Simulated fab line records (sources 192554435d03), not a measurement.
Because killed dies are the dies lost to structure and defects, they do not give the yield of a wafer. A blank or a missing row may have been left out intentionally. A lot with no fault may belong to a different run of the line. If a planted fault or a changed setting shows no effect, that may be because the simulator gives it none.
Matching of chambers + flow n5 finfet + rie diel-05 running N5_BEOL_M11_STRIP_36: 4 sister chambers
The step strips in N2/H2. 30 wafers are shown with their chamber, then 12 later ones without.

## WAFERS PAIRED WITH THEIR CHAMBERS
| wafer  | chamber | showerhead plenum p Torr (Torr) | drypump motor current A (A) | throttle valve pct (%) |
|--------|---------|---------------------------------|-----------------------------|------------------------|
| L074.2 | 3       | 2.60                            | 5.8                         | 23.0                   |
| L074.3 | 0       | 2.34                            | 5.6                         | 23.6                   |
| L074.4 | 1       | 2.69                            | 6.2                         | 23.4                   |
| L075.3 | 2       | 2.66                            | 6.7                         | 23.3                   |
| L075.5 | 0       | 2.34                            | 5.6                         | 23.7                   |
| L075.6 | 3       | 2.60                            | 5.8                         | 23.0                   |
| L077.1 | 0       | 2.34                            | 5.6                         | 23.7                   |
| L077.2 | 3       | 2.60                            | 5.8                         | 22.9                   |
| L077.3 | 1       | 2.69                            | 6.1                         | 23.4                   |
| L077.4 | 2       | 2.66                            | 6.8                         | 23.3                   |
| L077.5 | 0       | 2.34                            | 5.6                         | 23.6                   |
| L077.6 | 1       | 2.69                            | 6.1                         | 23.4                   |
| L080.1 | 1       | 2.69                            | 6.1                         | 23.4                   |
| L080.4 | 0       | 2.34                            | 5.6                         | 23.6                   |
| L080.5 | 2       | 2.66                            | 6.8                         | 23.3                   |
| L079.3 | 2       | 2.66                            | 6.7                         | 23.3                   |
| L079.5 | 0       | 2.34                            | 5.7                         | 23.7                   |
| L079.6 | 3       | 2.60                            | 5.8                         | 23.0                   |
| L088.1 | 0       | 2.33                            | 5.6                         | 23.7                   |
| L088.2 | 3       | 2.59                            | 5.8                         | 23.0                   |
| L088.3 | 2       | 2.65                            | 6.7                         | 23.3                   |
| L088.4 | 1       | 2.68                            | 6.1                         | 23.4                   |
| L088.5 | 2       | 2.65                            | 6.8                         | 23.3                   |
| L088.6 | 3       | 2.59                            | 5.8                         | 23.0                   |
| L090.1 | 0       | 2.33                            | 5.6                         | 23.7                   |
| L090.2 | 2       | 2.65                            | 6.8                         | 23.3                   |
| L090.3 | 3       | 2.59                            | 5.8                         | 23.0                   |
| L090.4 | 1       | 2.68                            | 6.1                         | 23.4                   |
| L090.5 | 1       | 2.68                            | 6.1                         | 23.4                   |
| L090.6 | 2       | 2.65                            | 6.8                         | 23.3                   |

SIGNATURES (means of the wafers above)
| reading                  | chamber 0 | chamber 1 | chamber 2 | chamber 3 | scatter within a chamber |
|--------------------------|-----------|-----------|-----------|-----------|--------------------------|
| showerhead plenum p Torr | 2.3375    | 2.6857    | 2.6550    | 2.5957    | 0.00516                  |
| drypump motor current A  | 5.612     | 6.114     | 6.763     | 5.800     | 0.0372                   |
| throttle valve pct       | 23.663    | 23.400    | 23.300    | 22.986    | 0.0324                   |
Rule: distance of a wafer from a chamber = root of the sum over the readings of ((wafer's reading minus chamber's mean) / reading's scatter) squared. The wafer belongs to the nearest chamber; if the next one is less than 2 further off, it can't be placed. The scatter: the root of (the sum of the squares of (reading less its chamber's mean) over the shown wafers, divided by (wafers less chambers)).

## WAFERS WITH NO CHAMBER GIVEN
| wafer  | showerhead plenum p Torr (Torr) | drypump motor current A (A) | throttle valve pct (%) |
|--------|---------------------------------|-----------------------------|------------------------|
| L093.1 | 2.33                            | 5.6                         | 23.7                   |
| L093.5 | 2.33                            | 5.6                         | 23.7                   |
| L093.6 | 2.65                            | 6.8                         | 23.4                   |
| L094.2 | 2.33                            | 5.6                         | 23.7                   |
| L094.3 | 2.68                            | 6.1                         | 23.4                   |
| L094.5 | 2.33                            | 5.6                         | 23.7                   |
| L096.2 | 2.67                            | 6.1                         | 23.4                   |
| L096.3 | 2.65                            | 6.8                         | 23.3                   |
| L096.4 | 2.59                            | 5.8                         | 22.7                   |
| L097.2 | 2.32                            | 5.6                         | 23.7                   |
| L097.3 | 2.64                            | 6.8                         | 23.4                   |
| L097.6 | 2.58                            | 5.8                         | 22.7                   |

## WHICH CHAMBER EACH WENT THROUGH
| wafer  | from the rows above | in truth |
|--------|---------------------|----------|
| L093.1 | 0                   | 0        |
| L093.5 | 0                   | 0        |
| L093.6 | 2                   | 2        |
| L094.2 | 0                   | 0        |
| L094.3 | 1                   | 1        |
| L094.5 | 0                   | 0        |
| L096.2 | 1                   | 1        |
| L096.3 | 2                   | 2        |
| L096.4 | 3                   | 3        |
| L097.2 | 0                   | 0        |
| L097.3 | 2                   | 2        |
| L097.6 | 3                   | 3        |
Correctly placed: 12 of 12. From these rows, 0 cannot be placed. Number placed wrongly: 0.
